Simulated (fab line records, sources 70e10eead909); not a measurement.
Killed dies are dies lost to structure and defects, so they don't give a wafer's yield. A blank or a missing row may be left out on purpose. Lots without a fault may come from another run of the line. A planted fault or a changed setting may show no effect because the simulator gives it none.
Chamber matching | flow nand_harc | NHARC_P_GATE_DESCUM_61 on rie_diel-08: 4 sister chambers
The step chemistry O2, time 3 s. 4 wafers are shown with their chamber, then 8 later ones without.

WAFERS WITH THEIR CHAMBER
wafer  | chamber | drypump_motor_current_A (A)
L355.4 | 3       | 5.2
L359.2 | 1       | 6.6
L359.4 | 0       | 5.6
L361.1 | 2       | 6.0

WAFERS WITHOUT THEIR CHAMBER
wafer  | drypump_motor_current_A (A)
L361.4 | 6.6
L361.5 | 5.6
L365.1 | 6.6
L365.3 | 5.5
L365.4 | 6.0
L371.3 | 6.6
L371.5 | 5.2
L371.6 | 5.6

WHICH CHAMBER EACH WENT THROUGH
wafer  | from the rows above | in truth
L361.4 | 1                   | 1
L361.5 | 0                   | 0
L365.1 | 1                   | 1
L365.3 | 0                   | 0
L365.4 | 2                   | 2
L371.3 | 1                   | 1
L371.5 | 3                   | 3
L371.6 | 0                   | 0
Placed correctly: 8 of 8. Can't be placed from these rows: 0. Placed wrongly: 0.
How it was worked out, from the rows above alone: a wafer's distance from a chamber is the root of the sum, over the readings, of the square of ((its reading less the chamber's mean) divided by the reading's scatter). The wafer belongs to the nearest chamber; if the next one is less than 2 further off, it can't be placed. A chamber's mean is the mean of its shown wafers. The scatter: with one shown wafer a chamber, the root of the mean of the squares of how far each hidden wafer lies from its nearest shown one.
